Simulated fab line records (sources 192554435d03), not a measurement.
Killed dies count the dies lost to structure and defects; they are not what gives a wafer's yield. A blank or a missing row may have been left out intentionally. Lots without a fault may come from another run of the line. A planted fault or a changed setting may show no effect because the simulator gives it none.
Matching of chambers / flow n5 finfet / N5_MOL_CONTACT_COAG_ETCH_66 on rie diel-04: 4 sister chambers
The step etches SiARC in CF4, target depth 13 nm, time 21.7 s. 4 wafers are shown with their chamber, then 9 later ones without.

## WAFERS, EACH WITH ITS CHAMBER
wafer=L079.4; chamber=0; drypump motor current A (A)=5.5
wafer=L089.2; chamber=1; drypump motor current A (A)=5.3
wafer=L089.5; chamber=2; drypump motor current A (A)=5.3
wafer=L089.6; chamber=3; drypump motor current A (A)=4.8

## WAFERS WHOSE CHAMBER IS MISSING
wafer=L091.4; drypump motor current A (A)=4.9
wafer=L091.5; drypump motor current A (A)=5.3
wafer=L091.6; drypump motor current A (A)=5.3
wafer=L094.1; drypump motor current A (A)=5.3
wafer=L094.3; drypump motor current A (A)=4.8
wafer=L094.5; drypump motor current A (A)=4.8
wafer=L095.3; drypump motor current A (A)=5.5
wafer=L095.4; drypump motor current A (A)=5.4
wafer=L095.5; drypump motor current A (A)=4.9

## CHAMBER TAKEN BY EACH
wafer=L091.4; from the rows above=3; in truth=3
wafer=L091.5; from the rows above=can't be placed: 1 or 2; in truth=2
wafer=L091.6; from the rows above=can't be placed: 1 or 2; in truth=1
wafer=L094.1; from the rows above=can't be placed: 1 or 2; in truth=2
wafer=L094.3; from the rows above=3; in truth=3
wafer=L094.5; from the rows above=3; in truth=3
wafer=L095.3; from the rows above=0; in truth=0
wafer=L095.4; from the rows above=can't be placed: 0 or 1 or 2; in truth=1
wafer=L095.5; from the rows above=3; in truth=3
5 of 9 placed correctly. Unplaceable from these rows: 4, with the true chamber sitting among the candidates in 4. 0 placed wrongly.
How it was worked out, from the rows above alone: a wafer's distance from a chamber is the root of the sum, over the readings, of the square of ((its reading less the chamber's mean) divided by the reading's scatter). If the next closest chamber is less than 2 further off than the closest, the wafer can't be placed; otherwise it belongs to the closest. Each chamber's mean is taken over the wafers shown for it. The scatter (one wafer shown for each chamber): square how far every hidden wafer sits from the nearest shown wafer, average those squares and take the square root.
